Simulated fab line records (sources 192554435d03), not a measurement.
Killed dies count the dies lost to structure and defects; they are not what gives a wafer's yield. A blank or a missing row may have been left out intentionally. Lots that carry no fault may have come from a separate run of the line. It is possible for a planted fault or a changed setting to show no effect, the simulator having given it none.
Split-lot trial | flow n5Finfet | on a route of 1938 steps: 7 lots, 21 wafers read

## THE SPLIT ITSELF
At N5_FIN_SAQP_ETCH_64 (etches SiO2 in CF4, target depth 1.5 nm), the setting biasW was moved away from the recipe's 400 W on 8 of the 21 wafers read, by -13.0% to +12.2%. For the rest of the wafers, this setting stayed at what the recipe calls for.

The reading is taken at the split's own step.

## THE READING
etch.depthNm (the simulator's own value, which no gauge read), in nm, at N5_FIN_SAQP_ETCH_64 (etches SiO2 in CF4, target depth 1.5 nm). The file does not state a usual value for it. Across the 13 wafers here that went through the recipe, the average is 1.483 nm and the standard deviation 0.011 nm.

wafer  | tool, chamber at the split | biasW as run, W | against the recipe | etch.depthNm, nm | against lot-mates on the recipe
L074.4 | rieSi-03, 3                | 400             | recipe             | 1.485            | -
L074.5 | rieSi-03, 2                | 400             | recipe             | 1.494            | -
L074.6 | rieSi-03, 3                | 347.8           | -13.0%             | 1.413            | -0.077
L075.2 | rieSi-03, 3                | 376.6           | -5.8%              | 1.456            | -0.026
L075.3 | rieSi-03, 1                | 400             | recipe             | 1.486            | -
L075.6 | rieSi-03, 2                | 400             | recipe             | 1.478            | -
L076.3 | rieSi-01, 3                | 400             | recipe             | 1.491            | -
L076.5 | rieSi-01, 0                | 379.5           | -5.1%              | 1.474            | -0.020
L076.6 | rieSi-01, 3                | 400             | recipe             | 1.496            | -
L080.1 | rieSi-03, 3                | 448.9           | +12.2%             | 1.536            | no lot-mate on the recipe
L080.5 | rieSi-03, 0                | 448.9           | +12.2%             | 1.528            | no lot-mate on the recipe
L080.6 | rieSi-03, 3                | 448.9           | +12.2%             | 1.541            | no lot-mate on the recipe
L085.3 | rieSi-06, 3                | 400             | recipe             | 1.46             | -
L085.4 | rieSi-06, 2                | 424             | +6.0%              | 1.512            | +0.052
L085.5 | rieSi-06, 2                | 424             | +6.0%              | 1.508            | +0.048
L086.1 | rieSi-06, 0                | 400             | recipe             | 1.468            | -
L086.2 | rieSi-06, 1                | 400             | recipe             | 1.503            | -
L086.5 | rieSi-06, 2                | 400             | recipe             | 1.483            | -
L097.3 | rieSi-03, 0                | 400             | recipe             | 1.478            | -
L097.5 | rieSi-03, 1                | 400             | recipe             | 1.479            | -
L097.6 | rieSi-03, 0                | 400             | recipe             | 1.484            | -

THE FIT
A straight line over all 21 wafers: etch.depthNm changes by +0.00446 nm for each +1% of biasW; r = +0.94; the points scatter about the line by 0.01 nm.
The same after taking each lot's own level away (the mean of its wafers on the recipe; 18 wafers): +0.00623 nm for each +1%; r = +0.95; scatter 0.0086 nm.
On that fit, the largest move of biasW shifts the reading by 0.081 nm.
Across the lots, their own levels run from 1.4600 to 1.4935 nm, a range of 3.0 times the standard deviation given above.
Hence the slope depends on the lot-to-lot level, as the two fits are not the same.
Check: for one of the wafers moved furthest among these (-13.0%), held out of the fit, the line's prediction against its lot-mates is -0.0808 nm. It came out at -0.0765 nm against them.

## ADDITIONAL SPLITS CARRIED BY THESE WAFERS
Note: prior to the reading, these wafers also went through further splits. Each is held against what the fit with the lots' levels taken away leaves over:
other split on the same wafers                  | wafers away from the commonest value | r with etch.depthNm (lot level and that fit taken away)
N5_ZERO_LAYER_EXPOSE_08 doseMj                  | 2                                    | -0.09
N5_WELL_APT_COAT_02 spinRpm                     | 8                                    | +0.01
N5_PMOS_HMC_CHANNEL_EPI_PEB_07 pebTimeS         | 6                                    | +0.15
N5_PMOS_HMC_CHANNEL_EPI_DEVELOP_08 developTimeS | 7                                    | -0.27
N5_FIN_SAQP_ETCH_65 timeS                       | 8                                    | -0.02

## THE FILE'S OWN FIT
etch.depthNm changes by +0.00583 nm for each +1% of biasW, r = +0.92.
